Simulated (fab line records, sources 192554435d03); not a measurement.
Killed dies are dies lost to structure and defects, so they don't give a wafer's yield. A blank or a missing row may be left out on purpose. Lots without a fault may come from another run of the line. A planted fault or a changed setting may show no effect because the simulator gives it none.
Split-lot experiment | flow n5_finfet | 7 lots, 21 wafers read, on a route of 1938 steps

THE SPLIT
At N5_FIN_SAQP_COAT_49 (time 60 s, resist thk 100 nm), the setting spin_rpm was moved away from the recipe's 1500 rpm on 7 of the 21 wafers read, by -11.1% to +10.5%. The other wafers ran this setting at the recipe's value.

FROM THE SPLIT TO THE READING: what the file shows between them, 8 steps
- N5_FIN_SAQP_COAT_50: time 60 s, resist thk 35 nm
- N5_FIN_SAQP_COAT_10: resist thk 90 nm
- N5_FIN_SAQP_DESCUM_21: chemistry O2, time 7.9 s
- N5_FIN_SAQP_ETCH_51: etches SiARC in CF4, target depth 45.5 nm, time 75.8 s
- N5_FIN_SAQP_ETCH_52: etches SOC in N2/H2, target depth 100 nm, overetch 20 nm, time 150 s
- N5_FIN_SAQP_STRIP_53: strips in N2/H2
- N5_FIN_SAQP_HM_OPEN_73: chemistry CHF3/O2, target SiO2, stops on a-Si, target depth 12 nm, time 16.8 s
- N5_FIN_SAQP_STRIP_74: strips in CHF3/O2

THE READING
SOC_of_FIN_SAQP_COAT_49.thk_nm (the simulator's own value, which no gauge read), in nm, at N5_FIN_SAQP_MANDREL_ETCH_22 (etches a-Si in HBr/Cl2, stops on SiNx, target depth 60 nm, bt time 10 s, time 30 s). The file gives no usual value for it. The 14 wafers here that ran the recipe average 75.87 nm, standard deviation 0.4 nm.

wafer  | tool, chamber at the split | spin_rpm as run, rpm | against the recipe | SOC_of_FIN_SAQP_COAT_49.thk_nm, nm | against lot-mates on the recipe
L074.1 | litho_track-03, 0          | 1640                 | +9.3%              | 70.76                              | -4.97
L074.4 | litho_track-03, 0          | 1640                 | +9.3%              | 70.9                               | -4.83
L074.6 | litho_track-03, 0          | 1500                 | recipe             | 75.73                              | -
L077.1 | litho_track-01, 0          | 1500                 | recipe             | 75.19                              | -
L077.3 | litho_track-01, 0          | 1500                 | recipe             | 75.51                              | -
L077.5 | litho_track-01, 0          | 1334                 | -11.1%             | 81.32                              | +5.97
L079.1 | litho_track-02, 0          | 1500                 | recipe             | 75.78                              | -
L079.3 | litho_track-02, 0          | 1500                 | recipe             | 76.3                               | -
L079.4 | litho_track-02, 0          | 1500                 | recipe             | 76.07                              | -
L081.1 | litho_track-01, 0          | 1500                 | recipe             | 76.77                              | -
L081.3 | litho_track-01, 0          | 1353                 | -9.8%              | 81.73                              | +5.12
L081.6 | litho_track-01, 0          | 1500                 | recipe             | 76.46                              | -
L087.1 | litho_track-03, 0          | 1658                 | +10.5%             | 70.71                              | -5.19
L087.2 | litho_track-03, 0          | 1658                 | +10.5%             | 70.96                              | -4.94
L087.3 | litho_track-03, 0          | 1500                 | recipe             | 75.9                               | -
L088.2 | litho_track-01, 0          | 1500                 | recipe             | 75.57                              | -
L088.3 | litho_track-01, 0          | 1500                 | recipe             | 75.97                              | -
L088.6 | litho_track-01, 0          | 1500                 | recipe             | 75.53                              | -
L092.1 | litho_track-03, 0          | 1500                 | recipe             | 75.77                              | -
L092.5 | litho_track-03, 0          | 1500                 | recipe             | 75.67                              | -
L092.6 | litho_track-03, 0          | 1605                 | +7.0%              | 72.35                              | -3.37

THE FIT
A straight line over all 21 wafers: SOC_of_FIN_SAQP_COAT_49.thk_nm changes by -0.518 nm for each +1% of spin_rpm; r = -0.99; the points scatter about the line by 0.42 nm.
The same after taking each lot's own level away (the mean of its wafers on the recipe; 21 wafers): -0.511 nm for each +1%; r = -1.00; scatter 0.2 nm.
On that fit, the largest move of spin_rpm shifts the reading by 5.7 nm.
The lots' own levels span 75.350 to 76.615 nm, that is 3.1 times the standard deviation above.
So the lot-to-lot level changes the slope little: the two slopes agree.
Check: with one of the wafers moved furthest among these (-11.1%) left out of the fit, the line predicts +5.6 nm for it against its lot-mates. It came out at +5.97 nm against them.

OTHER SPLITS ON THESE WAFERS
These wafers also went through other splits before the reading. Each is held against what the fit with the lots' levels taken away leaves over:
other split on the same wafers        | wafers away from the commonest value | r with SOC_of_FIN_SAQP_COAT_49.thk_nm (lot level and that fit taken away)
N5_WELL_APT_PEB_23 peb_time_s         | 9                                    | +0.09
N5_WELL_APT_DEVELOP_24 develop_time_s | 7                                    | -0.22
N5_FIN_SAQP_PECVD_06 time_s           | 9                                    | -0.14

THE WHOLE CHAIN: every reading that the file lists as answering this split, in the file's order
step                        | what it does                                                                       | reading                                                                         | change (the file's fit)               | r (the file's)
N5_FIN_SAQP_COAT_49         | time 60 s, resist thk 100 nm                                                       | SOC_of_FIN_SAQP_COAT_49.thk_nm (the simulator's own value, which no gauge read) | -0.501 nm for each +1% of the setting | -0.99
N5_FIN_SAQP_ETCH_52         | etches SOC in N2/H2, target depth 100 nm, overetch 20 nm, time 150 s               | etch.depth_nm (the simulator's own value, which no gauge read)                  | -0.501 nm for each +1% of the setting | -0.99
N5_FIN_SAQP_MANDREL_ETCH_22 | etches a-Si in HBr/Cl2, stops on SiNx, target depth 60 nm, bt time 10 s, time 30 s | SOC_of_FIN_SAQP_COAT_49.thk_nm (the simulator's own value, which no gauge read) | -0.513 nm for each +1% of the setting | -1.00

THE FILE'S OWN FIT
SOC_of_FIN_SAQP_COAT_49.thk_nm changes by -0.513 nm for each +1% of spin_rpm, r = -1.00.
